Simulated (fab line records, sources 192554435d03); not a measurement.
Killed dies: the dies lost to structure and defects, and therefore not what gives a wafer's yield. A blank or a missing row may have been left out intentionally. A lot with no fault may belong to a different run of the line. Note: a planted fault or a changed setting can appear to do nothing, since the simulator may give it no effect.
Matching of chambers	flow n5 finfet	pecvd-02 running N5_BEOL_M7_PECVD_70: 3 sister chambers
The step deposits SiO2 from TEOS/O2, target thk 20 nm, time 22.7 s. 18 wafers are shown with their chamber, then 9 later ones without.

## EACH WAFER AND ITS CHAMBER
wafer	chamber	throttle valve pct (%)	showerhead plenum p Torr (Torr)	heater power w (W)
L075.3	2	23.3	8.83	683
L075.5	0	22.7	8.77	681
L075.6	1	24.0	8.85	611
L077.1	2	23.0	8.85	697
L077.5	1	23.6	8.84	693
L077.6	0	22.9	8.72	779
L079.2	2	23.0	8.84	688
L079.4	0	22.7	8.75	760
L079.6	1	23.6	8.86	659
L080.1	0	22.5	8.76	783
L080.2	1	23.6	8.84	681
L080.5	2	23.2	8.85	778
L084.1	1	23.8	8.82	617
L084.4	1	23.7	8.89	612
L084.5	0	22.7	8.75	701
L085.2	1	23.7	8.82	724
L085.5	0	22.7	8.74	775
L085.6	1	23.8	8.82	716

SIGNATURES, as means of the wafers listed above
reading	chamber 0	chamber 1	chamber 2	scatter within a chamber
throttle valve pct	22.700	23.725	23.125	0.137
showerhead plenum p Torr	8.7483	8.8425	8.8425	0.0198
heater power w	746.50	664.12	711.50	45.4
Rule: distance of a wafer from a chamber = root of the sum over the readings of ((wafer's reading minus chamber's mean) / reading's scatter) squared. The wafer belongs to the nearest chamber; if the next one is less than 2 further off, it can't be placed. How the scatter is found: for the shown wafers, subtract from each reading the mean of its chamber, square and add these, divide the total by (wafers less chambers), then take the root.

## WAFERS WHOSE CHAMBER IS MISSING
wafer	throttle valve pct (%)	showerhead plenum p Torr (Torr)	heater power w (W)
L086.1	22.7	8.76	705
L086.3	23.2	8.85	711
L086.4	22.8	8.73	694
L089.1	22.6	8.74	776
L089.4	22.9	8.74	789
L089.6	23.3	8.83	691
L091.1	23.3	8.85	727
L091.4	23.5	8.81	680
L091.5	23.2	8.82	724

## EACH ONE'S CHAMBER
wafer	from the rows above	in truth
L086.1	0	0
L086.3	2	2
L086.4	0	0
L089.1	0	0
L089.4	0	0
L089.6	can't be placed: 2 or 1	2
L091.1	2	2
L091.4	can't be placed: 1 or 2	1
L091.5	2	2
Placed correctly: 7 of 9. Cannot be placed on the basis of these rows: 2; the candidates contain the true chamber in 2. Placed wrongly: 0.
